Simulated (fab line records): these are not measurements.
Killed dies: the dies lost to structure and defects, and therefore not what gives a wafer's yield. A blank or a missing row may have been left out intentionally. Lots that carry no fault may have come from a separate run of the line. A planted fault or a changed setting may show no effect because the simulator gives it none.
The tool behind it: which one? | flow nand-harc | 7 lots (21 wafers sampled), 1 step of a 1159-step route

WHAT THE GAUGES READ, wafer by wafer
NHARC_A_M1_THK_MEAS_24: measures by xrf.
lot  | measured     | on            | thk-nm (nm)
L693 | day 17 19:08 | film-metro-01 | 155.4 158.8 157.4
L696 | day 18 19:47 | film-metro-01 | 154.9 155.8 155.4
L699 | day 20 04:41 | film-metro-01 | 156.1 153.5 154.0
L708 | day 21 16:29 | film-metro-02 | 153.8 153.6 154.2
L712 | day 22 11:38 | film-metro-02 | 153.2 152.8 157.1
L714 | day 22 19:02 | film-metro-02 | 152.6 152.7 152.4
L711 | day 22 22:50 | film-metro-02 | 153.7 153.8 153.7

TOOL THAT RAN EACH LOT (tool first, then ch and the chambers of the sampled wafers, then the start)
The record shows no process step preceding these readings.

THE ANSWER, worked out from the rows above alone
Rule: the lots themselves supply what counts as usual. The widest of any qualifying gaps counts: lots, ordered by their means at a reading, are off when they make up no more than a third of the lots, leave a main group of 4 or more, and stand apart from it by 3 or more times the standard deviation of that group's means. Not used: any main group whose means are identical at the precision the tables above print for the reading. A lot without any number at a reading at which 4 lots or more have one is off too. Where the step has rows for the other lots, those lots are counted as sound.
Nothing can be told from this: no lot is off at any reading shown.

WHAT THE SIMULATOR HAD INSERTED
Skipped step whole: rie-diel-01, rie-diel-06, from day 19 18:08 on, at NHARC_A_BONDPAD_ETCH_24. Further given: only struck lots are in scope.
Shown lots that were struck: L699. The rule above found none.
